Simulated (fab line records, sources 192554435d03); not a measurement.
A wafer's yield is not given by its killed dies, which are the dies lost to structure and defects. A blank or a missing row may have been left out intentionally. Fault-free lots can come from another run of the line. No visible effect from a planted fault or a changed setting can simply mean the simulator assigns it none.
Split-lot experiment :: flow n5_finfet :: 7 lots, 21 wafers read, on a route of 1938 steps

ON THE SPLIT
At N5_PASSIVATION_PASS_ETCH_47 (etches SiNx in CF4/O2, target depth 770 nm, time 385 s), the setting time_s was moved away from the recipe's 385 s on 10 of the 21 wafers read, by -16.9% to +16.7%. All remaining wafers had this setting at the recipe value.

Reading taken at the split's own step.

THE READING
etch.depth_nm (the simulator's own value, which no gauge read), in nm, at N5_PASSIVATION_PASS_ETCH_47 (etches SiNx in CF4/O2, target depth 770 nm, time 385 s). No usual value for it is given in the file. The 11 wafers here that ran the recipe average 779.1 nm, standard deviation 29 nm.

wafer: L074.3
tool, chamber at the split: rie_diel-06, 1
time_s as run, s: 360.8
against the recipe: -6.3%
etch.depth_nm, nm: 699.8
against lot-mates on the recipe: no lot-mate on the recipe

wafer: L074.5
tool, chamber at the split: rie_diel-06, 2
time_s as run, s: 360.8
against the recipe: -6.3%
etch.depth_nm, nm: 678.1
against lot-mates on the recipe: no lot-mate on the recipe

wafer: L074.6
tool, chamber at the split: rie_diel-06, 3
time_s as run, s: 360.8
against the recipe: -6.3%
etch.depth_nm, nm: 700.3
against lot-mates on the recipe: no lot-mate on the recipe

wafer: L076.1
tool, chamber at the split: rie_diel-05, 2
time_s as run, s: 385
against the recipe: recipe
etch.depth_nm, nm: 747.9
against lot-mates on the recipe: -

wafer: L076.2
tool, chamber at the split: rie_diel-05, 3
time_s as run, s: 442.5
against the recipe: +14.9%
etch.depth_nm, nm: 864.1
against lot-mates on the recipe: +116.2

wafer: L076.5
tool, chamber at the split: rie_diel-05, 3
time_s as run, s: 442.5
against the recipe: +14.9%
etch.depth_nm, nm: 866
against lot-mates on the recipe: +118.1

wafer: L081.1
tool, chamber at the split: rie_diel-02, 1
time_s as run, s: 414
against the recipe: +7.5%
etch.depth_nm, nm: 831.3
against lot-mates on the recipe: +60.7

wafer: L081.2
tool, chamber at the split: rie_diel-02, 0
time_s as run, s: 414
against the recipe: +7.5%
etch.depth_nm, nm: 823
against lot-mates on the recipe: +52.4

wafer: L081.6
tool, chamber at the split: rie_diel-02, 0
time_s as run, s: 385
against the recipe: recipe
etch.depth_nm, nm: 770.6
against lot-mates on the recipe: -

wafer: L083.1
tool, chamber at the split: rie_diel-02, 1
time_s as run, s: 385
against the recipe: recipe
etch.depth_nm, nm: 772.8
against lot-mates on the recipe: -

wafer: L083.3
tool, chamber at the split: rie_diel-02, 2
time_s as run, s: 385
against the recipe: recipe
etch.depth_nm, nm: 737.5
against lot-mates on the recipe: -

wafer: L083.4
tool, chamber at the split: rie_diel-02, 3
time_s as run, s: 385
against the recipe: recipe
etch.depth_nm, nm: 827.5
against lot-mates on the recipe: -

wafer: L086.2
tool, chamber at the split: rie_diel-02, 1
time_s as run, s: 385
against the recipe: recipe
etch.depth_nm, nm: 769.6
against lot-mates on the recipe: -

wafer: L086.5
tool, chamber at the split: rie_diel-02, 0
time_s as run, s: 320.1
against the recipe: -16.9%
etch.depth_nm, nm: 641
against lot-mates on the recipe: -157.0

wafer: L086.6
tool, chamber at the split: rie_diel-02, 3
time_s as run, s: 385
against the recipe: recipe
etch.depth_nm, nm: 826.4
against lot-mates on the recipe: -

wafer: L087.3
tool, chamber at the split: rie_diel-05, 2
time_s as run, s: 346.8
against the recipe: -9.9%
etch.depth_nm, nm: 709.6
against lot-mates on the recipe: -56.3

wafer: L087.4
tool, chamber at the split: rie_diel-05, 1
time_s as run, s: 385
against the recipe: recipe
etch.depth_nm, nm: 742.3
against lot-mates on the recipe: -

wafer: L087.5
tool, chamber at the split: rie_diel-05, 2
time_s as run, s: 385
against the recipe: recipe
etch.depth_nm, nm: 789.5
against lot-mates on the recipe: -

wafer: L092.1
tool, chamber at the split: rie_diel-06, 1
time_s as run, s: 385
against the recipe: recipe
etch.depth_nm, nm: 793
against lot-mates on the recipe: -

wafer: L092.5
tool, chamber at the split: rie_diel-06, 1
time_s as run, s: 385
against the recipe: recipe
etch.depth_nm, nm: 793.5
against lot-mates on the recipe: -

wafer: L092.6
tool, chamber at the split: rie_diel-06, 2
time_s as run, s: 449.4
against the recipe: +16.7%
etch.depth_nm, nm: 873.4
against lot-mates on the recipe: +80.1

FIT RESULTS
A straight line over all 21 wafers: etch.depth_nm changes by +7.22 nm for each +1% of time_s; r = +0.91; the points scatter about the line by 28 nm.
The same after taking each lot's own level away (the mean of its wafers on the recipe; 18 wafers): +7.35 nm for each +1%; r = +0.93; scatter 25 nm.
Per that fit: largest time_s move, reading shift of 1.2e+02 nm.
From 747.90 to 798.00 nm: that is the span of the lots' own levels, equal to 1.7 times the standard deviation above.
So the lot-to-lot level changes the slope little: the two slopes agree.
Check: -109 nm against its lot-mates is what the line predicts for one of the wafers moved furthest among these (-16.9%) when that wafer is left out of the fit. Against them it came out at -157 nm.

THE OTHER SPLITS THESE WAFERS WENT THROUGH
Before the reading, these wafers also passed through other splits. Each is held against what the fit with the lots' levels taken away leaves over:
other split on the same wafers: N5_BEOL_M15_ILD_DEP_00 time_s
wafers away from the commonest value: 9
r with etch.depth_nm (lot level and that fit taken away): -0.09

other split on the same wafers: N5_MIM_BOT_ETCH_ETCH_04 time_s
wafers away from the commonest value: 7
r with etch.depth_nm (lot level and that fit taken away): -0.01

other split on the same wafers: N5_MIM_BOT_ETCH_ETCH_03 icp_w
wafers away from the commonest value: 2
r with etch.depth_nm (lot level and that fit taken away): +0.19

other split on the same wafers: N5_PASSIVATION_PEB_42 peb_time_s
wafers away from the commonest value: as run: not given for these wafers
r with etch.depth_nm (lot level and that fit taken away): -

FILE'S OWN FIT
etch.depth_nm changes by +7.13 nm for each +1% of time_s, r = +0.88.
